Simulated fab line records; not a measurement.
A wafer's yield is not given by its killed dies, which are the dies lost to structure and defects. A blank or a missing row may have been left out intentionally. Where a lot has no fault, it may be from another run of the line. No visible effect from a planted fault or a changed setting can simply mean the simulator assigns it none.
fab line records	flow nandHarc
record: lots: 7	wafers: 21	lastDay: 23
route steps=1159 shown P_M0@262
lots with no fault: from the same line, run without faults
startH: start of the lot's first displayed wafer, in hours after the record's first day	waitH: hours elapsed since this lot's preceding step	" as in the row above	L1.1+2: several wafers, shown together as one row	- no value, or no start was given	* or withheld: withheld	< > ~ a bound
route shown NAME@n: a module of which the file shows steps, and the number in the route of the first	usual: mean and standard deviation over wafers with no fault	same: alike in all rows	chamber/n: place in a boat	sites: per-site readings	_std_site: the values' standard deviation	_edge_site: inner sites' mean taken away from outer sites' mean	radiusMm: how far each site lies from the wafer's centre	mask NAME#n: copy n	behind: the last tool/chamber to shape the wafer	hold: why the lot was held/for how many hours/how that ended	device: which transistor (n, p or np) failed to switch	end of line: tests run on the same wafers once the route is complete	where a step has no rows: the recipe by itself	killed: dies that structure and defects cost at the first sort, which is not the same as the wafer's yield	map: the dies of a wafer, with x for killed, . for not killed, _ for no die there
set.NAME: the setting as run; set.NAME@STEP: as run at that earlier step	model.NAME: the simulator's own value behind a step, which no gauge read
lots at selected steps of the route; one table per step, one row per wafer
services: the hour from which a tool's chamber was out of use, counted from the record's first day as startH (under 0 if before that day), plus the number of hours and why
== steps ==
step: NHARC_P_M0_DEVELOP_08
recipe: developTimeS: 35	devTempC: 23
step: NHARC_P_M0_CD_MEAS_09
recipe: targetCdNm: 90	landingEnergyEv: 500
usual: cdNm: 89.8/0.68
lot.wafer	tool	chamber	startH	waitH	cdNm
L831.3	cdSem-01	0	146.09	-	89.8
L831.4	"	0	"	"	89.5
L831.6	"	0	"	"	89.4
L833.3	cdSem-02	0	160.02	-	90.2
L833.5	"	0	"	"	88.8
L833.6	"	0	"	"	88.8
L834.2	cdSem-03	0	168.28	-	89.6
L834.3	"	0	"	"	89.7
L834.6	"	0	"	"	88.9
L844.1	cdSem-01	0	228.46	-	89.7
L844.4	"	0	"	"	89.8
L844.5	"	0	"	"	89.2
L845.3	cdSem-02	0	235.64	-	89.6
L845.5	"	0	"	"	88.9
L845.6	"	0	"	"	89.4
L846.2	cdSem-02	0	236.80	-	91.0
L846.4	"	0	"	"	89.9
L846.5	"	0	"	"	90.7
L848.1	cdSem-03	0	249.37	-	89.7
L848.3	"	0	"	"	89.9
L848.6	"	0	"	"	89.8
step: NHARC_P_M0_OVL_MEAS_10
recipe: pitchNm: 180
usual: overlayXNm: -0.1/0.78	overlayYNm: -0.1/0.86
lot.wafer	tool	chamber	startH	waitH	overlayXNm	overlayYNm
L831.3	overlay-01	-	146.17	-	1.3	0.6
L831.4	"	-	"	"	1.7	0.8
L831.6	"	-	"	"	1.1	0.6
L833.3	overlay-01	-	160.11	-	0.4	1.2
L833.5	"	-	"	"	0.2	0.7
L833.6	"	-	"	"	0.6	1.3
L834.2	overlay-01	-	168.37	-	-1.1	0.2
L834.3	"	-	"	"	-0.2	-0.3
L834.6	"	-	"	"	-0.5	-0.1
L844.1	overlay-01	-	228.55	-	0.1	0.1
L844.4	"	-	"	"	0.4	0.1
L844.5	"	-	"	"	0.5	-0.4
L845.3	overlay-02	-	235.73	-	-0.9	-0.5
L845.5	"	-	"	"	-0.6	-1.1
L845.6	"	-	"	"	-0.9	-0.7
L846.2	overlay-02	-	236.89	-	-0.7	-0.3
L846.4	"	-	"	"	-1.0	0.1
L846.5	"	-	"	"	-1.2	0.5
L848.1	overlay-02	-	249.46	-	-0.4	-0.2
L848.3	"	-	"	"	-0.4	-0.5
L848.6	"	-	"	"	-0.1	0.1
step: NHARC_P_M0_INSPECT_11
usual: rawDefectCount: 4.0/2.5
lot.wafer	tool	chamber	startH	waitH	rawDefectCount
L831.3	defectInspect-01	-	146.21	0.0	5
L831.4	"	-	"	"	5
L831.6	"	-	"	"	2
L833.3	defectInspect-01	-	160.14	0.0	3
L833.5	"	-	"	"	2
L833.6	"	-	"	"	0
L834.2	defectInspect-01	-	168.40	0.0	2
L834.3	"	-	"	"	3
L834.6	"	-	"	"	1
L844.1	defectInspect-01	-	228.58	0.0	2
L844.4	"	-	"	"	3
L844.5	"	-	"	"	5
L845.3	defectInspect-01	-	235.76	0.0	3
L845.5	"	-	"	"	7
L845.6	"	-	"	"	3
L846.2	defectInspect-02	-	236.92	0.0	3
L846.4	"	-	"	"	4
L846.5	"	-	"	"	3
L848.1	defectInspect-01	-	249.50	0.0	6
L848.3	"	-	"	"	4
L848.6	"	-	"	"	2
step: NHARC_P_M0_DESCUM_14
recipe: timeS: 3	o2FlowSccm: 200	arFlowSccm: 0	biasPowerW: 0	chemistry: O2
usual: drypumpMotorCurrentA: 5.7/0.37	oesProductAu: 0.999/0.0099	rfVppV: 57.8/1	showerheadPlenumPTorr: 1.90/0.089	throttleValvePct: 11.311/0.0083
same: timeS: 3
lot.wafer	tool	chamber	startH	waitH	drypumpMotorCurrentA	oesProductAu	rfHoursCounterH	rfVppV	showerheadPlenumPTorr	throttleValvePct
L831.4	rieDiel-09	3	146.29	0.1	5.6	1.004	5	58.8	1.85	11.311
L831.3	"	0	"	"	6.3	0.990	6	57.8	1.83	11.313
L831.6	"	1	"	"	6.4	0.972	-	58.5	2.02	11.315
L833.3	rieDiel-07	2	160.22	0.1	5.6	1.014	6	57.4	1.88	11.316
L833.6	"	0	"	"	5.6	0.997	-	57.9	1.82	11.307
L833.5	"	2	"	"	5.6	0.998	-	57.8	1.88	11.303
L834.3	rieDiel-02	0	168.47	0.1	5.0	0.990	0	58.1	1.82	11.304
L834.2	"	2	"	"	5.5	1.008	0	57.7	2.01	11.311
L834.6	"	3	"	"	5.4	1.001	-	58.4	1.89	11.303
L844.1	rieDiel-09	3	228.66	0.1	5.6	1.010	11	56.5	1.84	11.295
L844.4	"	0	"	"	6.3	0.995	11	57.7	1.83	11.309
L844.5	"	1	"	"	6.4	0.993	-	59.0	2.02	11.313
L845.3	rieDiel-09	3	235.84	0.1	5.6	1.000	11	58.0	1.84	11.314
L845.6	"	1	"	"	6.4	0.987	-	57.9	2.02	11.324
L845.5	"	2	"	"	5.2	1.007	-	58.8	2.01	11.317
L846.2	rieDiel-02	3	236.99	0.1	5.4	0.987	4	58.5	1.89	11.299
L846.4	"	0	"	"	5.0	1.003	4	57.2	1.82	11.316
L846.5	"	3	"	"	5.4	1.000	-	56.9	1.89	11.318
L848.3	rieDiel-07	3	249.56	0.1	5.9	1.000	1	58.0	1.80	11.323
L848.1	"	0	"	"	5.6	1.002	1	57.4	1.82	11.321
L848.6	"	3	"	"	5.9	1.008	-	57.2	1.80	11.317
step: NHARC_P_M0_ETCH_34
recipe: targetDepthA: 400	overetchA: 120	timeS: 43.94	ionEnergyEv: 200	n2FlowSccm: 150	h2FlowSccm: 150	arFlowSccm: 0	rfW: 400	biasW: 150	chemistry: N2/H2
step: NHARC_P_M0_ETCH_15
recipe: targetDepthA: 1500	overetchA: 150	timeS: 82.5	c4f8FlowSccm: withheld	arFlowSccm: 400	rfW: 600	biasW: 300	chemistry: C4F8/Ar
usual: oesProductAu: 0.953/0.022	rfFwdPowerW: 594.9/2.3	rfVppV: 440.3/2.8
same: timeS: 82.5
lot.wafer	tool	chamber	startH	waitH	oesProductAu	rfFwdPowerW	rfHoursCounterH	rfVppV
L831.3	rieDiel-09	3	-	-	0.978	593.0	5	441.1
L831.4	"	0	"	"	0.967	596.4	6	440.7
L831.6	"	3	"	"	0.985	593.6	-	438.4
L833.3	rieDiel-07	3	-	-	0.930	589.8	6	436.4
L833.5	"	0	"	"	0.917	598.3	-	437.3
L833.6	"	2	"	"	0.937	594.3	-	438.8
L834.3	rieDiel-02	0	-	-	0.968	597.5	0	436.5
L834.2	"	1	"	"	0.972	596.8	0	436.1
L834.6	"	0	"	"	0.955	597.1	-	437.6
L844.1	rieDiel-09	1	-	-	0.913	594.2	10	444.3
L844.4	"	2	"	"	0.923	592.8	10	445.4
L844.5	"	2	"	"	0.914	592.1	-	443.3
L845.3	rieDiel-09	0	-	-	0.915	595.6	12	439.6
L845.6	"	2	"	"	0.921	594.4	-	444.5
L845.5	"	3	"	"	0.912	594.3	-	439.8
L846.4	rieDiel-02	1	-	-	0.926	596.2	3	437.8
L846.2	"	3	"	"	0.933	590.6	4	440.4
L846.5	"	1	"	"	0.940	598.9	-	437.9
L848.3	rieDiel-07	2	-	-	0.974	596.2	1	439.3
L848.1	"	0	"	"	0.965	593.5	1	438.1
L848.6	"	2	"	"	0.978	592.6	-	441.1
step: NHARC_P_M0_CD_MEAS_16
usual: cdNm: 89.9/0.84
lot.wafer	tool	chamber	startH	waitH	cdNm
L831.3	cdSem-02	-	146.58	-	90.5
L831.4	"	-	"	"	88.9
L831.6	"	-	"	"	90.4
L833.3	cdSem-02	-	160.55	-	89.9
L833.5	"	-	"	"	89.5
L833.6	"	-	"	"	87.8
L834.2	cdSem-01	-	168.77	-	89.5
L834.3	"	-	"	"	90.1
L834.6	"	-	"	"	88.8
L844.1	cdSem-03	-	228.94	-	89.2
L844.4	"	-	"	"	89.9
L844.5	"	-	"	"	88.9
L845.3	cdSem-03	-	236.13	-	89.5
L845.5	"	-	"	"	89.3
L845.6	"	-	"	"	90.0
L846.2	cdSem-02	-	237.44	-	90.4
L846.4	"	-	"	"	89.5
L846.5	"	-	"	"	90.9
L848.1	cdSem-02	-	249.86	-	89.4
L848.3	"	-	"	"	90.9
L848.6	"	-	"	"	90.3
step: NHARC_P_M0_STRIP_18
recipe: powerW: 1000	n2FlowSccm: 150	h2FlowSccm: 150	arFlowSccm: 0	biasW: 0	chemistry: N2/H2
step: NHARC_P_M0_STRIP_19
recipe: timeS: 600	tempC: 30	chemistry: postEtchResidueRemover
step: NHARC_P_M0_DEGAS_28
recipe: tempC: 250	timeS: 60
usual: heaterPowerW: 346/24
same: timeS: 60
lot.wafer	tool	chamber	startH	waitH	heaterPowerW
L831.3	pvdSputter-03	-	147.20	-	376
L831.4	"	-	"	"	321
L831.6	"	-	"	"	323
L833.3	pvdSputter-03	-	161.22	-	390
L833.5	"	-	"	"	321
L833.6	"	-	"	"	377
L834.2	pvdSputter-03	-	169.38	-	385
L834.3	"	-	"	"	334
L834.6	"	-	"	"	386
L844.1	pvdSputter-03	-	229.56	-	387
L844.4	"	-	"	"	338
L844.5	"	-	"	"	373
L845.3	pvdSputter-03	-	236.76	-	321
L845.6	"	-	"	"	326
L845.5	"	-	"	"	384
L846.2	pvdSputter-02	-	238.05	-	356
L846.4	"	-	"	"	332
L846.5	"	-	"	"	350
L848.3	pvdSputter-02	-	250.48	-	337
L848.1	"	-	"	"	348
L848.6	"	-	"	"	333
step: NHARC_P_M0_PRE_CLEAN_29
recipe: timeS: 30	tempC: 280	gas: H2/He
usual: heaterPowerW: 425/31
same: timeS: 30
lot.wafer	tool	chamber	startH	waitH	heaterPowerW
L831.3	pvdSputter-03	-	-	-	394
L831.4	"	-	"	"	413
L831.6	"	-	"	"	479
L833.3	pvdSputter-03	-	-	-	465
L833.6	"	-	"	"	399
L833.5	"	-	"	"	474
L834.3	pvdSputter-03	-	-	-	460
L834.2	"	-	"	"	407
L834.6	"	-	"	"	390
L844.1	pvdSputter-03	-	-	-	463
L844.4	"	-	"	"	414
L844.5	"	-	"	"	400
L845.3	pvdSputter-03	-	-	-	479
L845.5	"	-	"	"	471
L845.6	"	-	"	"	397
L846.2	pvdSputter-02	-	-	-	404
L846.4	"	-	"	"	413
L846.5	"	-	"	"	425
L848.1	pvdSputter-02	-	-	-	441
L848.3	"	-	"	"	422
L848.6	"	-	"	"	440
step: NHARC_P_M0_PVD_20
recipe: targetThkA: 50	biasV: 168.6	powerW: 15000	chamberPressurePa: 0.12	timeS: 8.06	substrateTempC: 50	material: TaN
usual: biasV: 168.6/1.7	cathodeDcPowerW: 15000/2.7	throttleValvePct: 30.2/1	timeS: 8.06/0
lot.wafer	tool	chamber	startH	waitH	biasV	cathodeDcPowerW	throttleValvePct	timeS
L831.3	pvdSputter-03	-	147.31	-	169.0	15002	30.6	8.06
L831.4	"	-	"	"	169.0	15000	31.2	8.06
L831.6	"	-	"	"	168.0	15002	30.9	8.06
L833.3	pvdSputter-03	-	161.34	-	167.4	14999	30.9	8.06
L833.5	"	-	"	"	169.9	15008	28.5	8.06
L833.6	"	-	"	"	169.1	15002	30.9	8.06
L834.2	pvdSputter-03	-	169.51	-	167.9	15000	28.6	8.06
L834.3	"	-	"	"	168.9	15000	28.7	8.06
L834.6	"	-	"	"	169.4	14998	31.3	8.06
L844.1	pvdSputter-03	-	229.70	-	-	-	-	-
L844.4	"	-	"	"	-	-	-	-
L844.5	"	-	"	"	-	-	-	-
L845.3	pvdSputter-03	-	236.88	-	-	-	-	-
L845.6	"	-	"	"	-	-	-	-
L845.5	"	-	"	"	-	-	-	-
L846.2	pvdSputter-02	-	238.16	-	-	-	-	-
L846.4	"	-	"	"	-	-	-	-
L846.5	"	-	"	"	-	-	-	-
L848.3	pvdSputter-02	-	250.59	-	167.4	15002	30.4	8.06
L848.1	"	-	"	"	167.9	14995	29.4	8.06
L848.6	"	-	"	"	168.3	14997	30.7	8.06
step: NHARC_P_M0_PVD_21
recipe: targetThkA: 300	chamberPressurePa: 5	powerW: 5000	substrateTempC: 30	timeS: 20.49	material: Cu
usual: cathodeDcPowerW: 5000.1/0.9	chamberPressurePa: 5.000/0.011	throttleValvePct: 30.2/1
same: timeS: 20.49
lot.wafer	tool	chamber	startH	waitH	cathodeDcPowerW	chamberPressurePa	throttleValvePct
L831.3	pvdSputter-03	-	-	-	5000.1	5.001	31.0
L831.4	"	-	"	"	4999.9	5.004	30.9
L831.6	"	-	"	"	5001.5	5.005	31.0
L833.3	pvdSputter-03	-	-	-	5000.1	4.987	28.6
L833.5	"	-	"	"	4998.1	4.997	30.8
L833.6	"	-	"	"	4999.0	4.992	28.7
L834.3	pvdSputter-03	-	-	-	5000.2	4.986	31.0
L834.2	"	-	"	"	4999.7	4.989	31.3
L834.6	"	-	"	"	5001.3	5.010	31.2
L844.4	pvdSputter-03	-	-	-	4998.8	4.975	31.2
L844.1	"	-	"	"	5000.5	4.996	28.3
L844.5	"	-	"	"	4998.9	4.997	31.0
L845.3	pvdSputter-03	-	-	-	5000.3	5.001	31.1
L845.6	"	-	"	"	5001.2	5.015	31.3
L845.5	"	-	"	"	4999.1	5.012	28.7
L846.2	pvdSputter-02	-	-	-	4998.8	5.005	29.6
L846.4	"	-	"	"	5000.3	4.990	29.6
L846.5	"	-	"	"	5001.3	5.012	31.0
L848.1	pvdSputter-02	-	-	-	5000.8	5.005	29.4
L848.3	"	-	"	"	4999.5	5.002	29.9
L848.6	"	-	"	"	5002.5	5.016	29.7
== services ==
tool	chamber	startH	hours	kind
rieDiel-09	0	135.19	-	clean
rieDiel-09	1	135.19	-	clean
rieDiel-09	2	135.19	-	clean
rieDiel-09	3	135.19	-	clean
pvdSputter-03	-	144.05	0.7	repair
rieDiel-02	-	150.71	9.0	pm
rieDiel-07	1	157.23	8.4	repair
rieDiel-09	0	159.69	-	clean
rieDiel-09	1	159.69	-	clean
rieDiel-09	2	159.69	-	clean
rieDiel-09	3	159.69	-	clean
rieDiel-09	0	184.19	-	clean
rieDiel-09	1	184.19	-	clean
rieDiel-09	2	184.19	-	clean
rieDiel-09	3	184.19	-	clean
rieDiel-09	2	185.09	3.5	repair
rieDiel-02	0	185.67	2.8	repair
rieDiel-09	1	206.67	8.8	repair
rieDiel-09	0	208.74	-	clean
rieDiel-09	2	208.74	-	clean
pvdSputter-02	-	214.12	10.0	pm
rieDiel-02	1	221.90	10.4	repair
rieDiel-07	-	228.20	9.0	pm
rieDiel-09	0	249.41	38.3	repair
== key ==
firstSign: step: NHARC_P_M0_PVD_20	reading: toolRecord	direction: missing
effect none on later readings
metAt NHARC_P_M0_PVD_20
struckWafers L844.1,L844.4,L844.5,L845.3,L845.5,L845.6,L846.2,L846.4,L846.5
laterRowsLeftOut L844.1,L844.4,L844.5,L845.3,L845.5,L845.6,L846.2,L846.4,L846.5
sortLeftOut L844.1,L844.4,L844.5,L845.3,L845.5,L845.6,L846.2,L846.4,L846.5
onsetBetween 169.51 229.70
fault: kind: skippedStepWhole	tool: pvdSputter-02,pvdSputter-03	chamber: -	onsetH: 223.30	steps: NHARC_P_M0_PVD_20	scope: struckLotsOnly
sortLeftOut: the simulated sort isn't trusted on such a fault, so these wafers' sort isn't shown, and their yield isn't known
laterRowsLeftOut: the simulator's readings of these wafers behind a module that went badly wrong aren't trusted and aren't shown, but for the sort
